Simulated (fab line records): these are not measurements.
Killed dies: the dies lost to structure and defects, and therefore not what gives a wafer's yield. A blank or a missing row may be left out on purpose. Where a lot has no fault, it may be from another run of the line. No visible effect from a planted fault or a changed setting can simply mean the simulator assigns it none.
Which of the tools did it? :: flow n5Finfet :: 9 lots with 27 wafers sampled at 4 steps, on a route of 1938 steps

WHAT THE GAUGES SHOWED, per wafer
N5_BEOL_M4_RC_MEAS_101.
lot: L779
measured: day 9 17:53
on: prober-01
SS_P (mV/dec): 73.0 71.8 74.1

lot: L782
measured: day 10 23:08
on: prober-02
SS_P (mV/dec): 73.6 73.9 72.7

lot: L784
measured: day 11 08:04
on: prober-02
SS_P (mV/dec): 72.4 72.2 72.5

lot: L788
measured: day 12 13:01
on: prober-01
SS_P (mV/dec): 81.1 79.9 80.9

lot: L789
measured: day 12 12:49
on: prober-02
SS_P (mV/dec): 79.6 79.7 79.6

lot: L790
measured: day 12 22:44
on: prober-02
SS_P (mV/dec): 73.6 72.0 72.2

lot: L798
measured: day 14 23:49
on: prober-01
SS_P (mV/dec): 72.7 73.3 72.6

lot: L799
measured: day 15 02:43
on: prober-01
SS_P (mV/dec): 72.6 71.9 72.5

lot: L800
measured: day 15 08:19
on: prober-01
SS_P (mV/dec): 73.4 73.2 73.1

EACH LOT AND THE TOOL THAT RAN IT (in order: tool; ch and the chambers of the sampled wafers; start)
lot: L779
N5_MOL_CONTACT_COAG_ETCH_67: rieDiel-01 ch 2,3, day 5 06:52
N5_MOL_CONTACT_COAG_ANNEAL_112: hpAnneal-01 ch 0, day 5 09:35
N5_BEOL_M0_SAQP_PECVD_03: pecvd-01 ch 0,1, day 5 14:36

lot: L782
N5_MOL_CONTACT_COAG_ETCH_67: rieDiel-03 ch 0,1,2, day 5 23:25
N5_MOL_CONTACT_COAG_ANNEAL_112: hpAnneal-01 ch 0, day 6 01:19
N5_BEOL_M0_SAQP_PECVD_03: pecvd-01 ch 1,2, day 6 05:37

lot: L784
N5_MOL_CONTACT_COAG_ETCH_67: rieDiel-04 ch 0,1,3, day 6 14:56
N5_MOL_CONTACT_COAG_ANNEAL_112: hpAnneal-01 ch 0, day 6 16:13
N5_BEOL_M0_SAQP_PECVD_03: pecvd-04 ch 0,1,2, day 6 20:15

lot: L788
N5_MOL_CONTACT_COAG_ETCH_67: rieDiel-01 ch 0,1,2, day 7 14:55
N5_MOL_CONTACT_COAG_ANNEAL_112: hpAnneal-01, day 7 17:40
N5_BEOL_M0_SAQP_PECVD_03: pecvd-02 ch 0,1,2, day 7 22:49

lot: L789
N5_MOL_CONTACT_COAG_ETCH_67: rieDiel-04 ch 2,3, day 7 21:34
N5_MOL_CONTACT_COAG_ANNEAL_112: hpAnneal-01, day 7 22:58
N5_BEOL_M0_SAQP_PECVD_03: pecvd-04 ch 0,1,2, day 8 03:58

lot: L790
N5_MOL_CONTACT_COAG_ETCH_67: rieDiel-04 ch 2,3, day 8 09:47
N5_MOL_CONTACT_COAG_ANNEAL_112: hpAnneal-01 ch 0, day 8 11:02
N5_BEOL_M0_SAQP_PECVD_03: pecvd-01 ch 0,1,2, day 8 15:17

lot: L798
N5_MOL_CONTACT_COAG_ETCH_67: rieDiel-04 ch 0,1,2, day 10 02:34
N5_MOL_CONTACT_COAG_ANNEAL_112: hpAnneal-01 ch 0, day 10 03:49
N5_BEOL_M0_SAQP_PECVD_03: pecvd-01 ch 0,1, day 10 07:50

lot: L799
N5_MOL_CONTACT_COAG_ETCH_67: rieDiel-01 ch 1,2, day 10 07:44
N5_MOL_CONTACT_COAG_ANNEAL_112: hpAnneal-01 ch 0, day 10 09:20
N5_BEOL_M0_SAQP_PECVD_03: pecvd-02 ch 1,2, day 10 15:16

lot: L800
N5_MOL_CONTACT_COAG_ETCH_67: rieDiel-03 ch 2,3, day 10 13:02
N5_MOL_CONTACT_COAG_ANNEAL_112: hpAnneal-01 ch 0, day 10 14:17
N5_BEOL_M0_SAQP_PECVD_03: pecvd-04 ch 0,1, day 10 18:27
- N5_MOL_CONTACT_COAG_ETCH_67: etches SOC in N2/H2, target depth 60 nm, overetch 21 nm, time 101.2 s.
- N5_MOL_CONTACT_COAG_ANNEAL_112: time 1800 s.
- N5_BEOL_M0_SAQP_PECVD_03: deposits SiCN from 3MS/NH3, target thk 12 nm, time 21.1 s.

THE ANSWER, worked out from the rows above alone
Rule: what is usual is taken from the lots themselves. Put in order of their means at a reading, lots are off if they are a third of the lots or fewer, leave a main group of 4 or more, and stand apart from it by a gap of 3 or more times the standard deviation of the main group's means; of several such gaps the widest counts. A main group is skipped when, at the precision printed for the reading in the tables above, its means are all equal. A lot without any number at a reading at which 4 lots or more have one is off too. All remaining lots with rows at the step are treated as sound.
Off: at N5_BEOL_M4_RC_MEAS_101 (SS_P), L788, L789. The main group: mean 72.8 mV/dec, standard deviation 0.38.
If a tool, at a process step before that reading, ran all the lots that are off and no sound lot after the first of them, it fits. The gauges at N5_BEOL_M4_RC_MEAS_101 are tried like those tools. Of those tried, none fits.

WHAT THE SIMULATOR PUT IN
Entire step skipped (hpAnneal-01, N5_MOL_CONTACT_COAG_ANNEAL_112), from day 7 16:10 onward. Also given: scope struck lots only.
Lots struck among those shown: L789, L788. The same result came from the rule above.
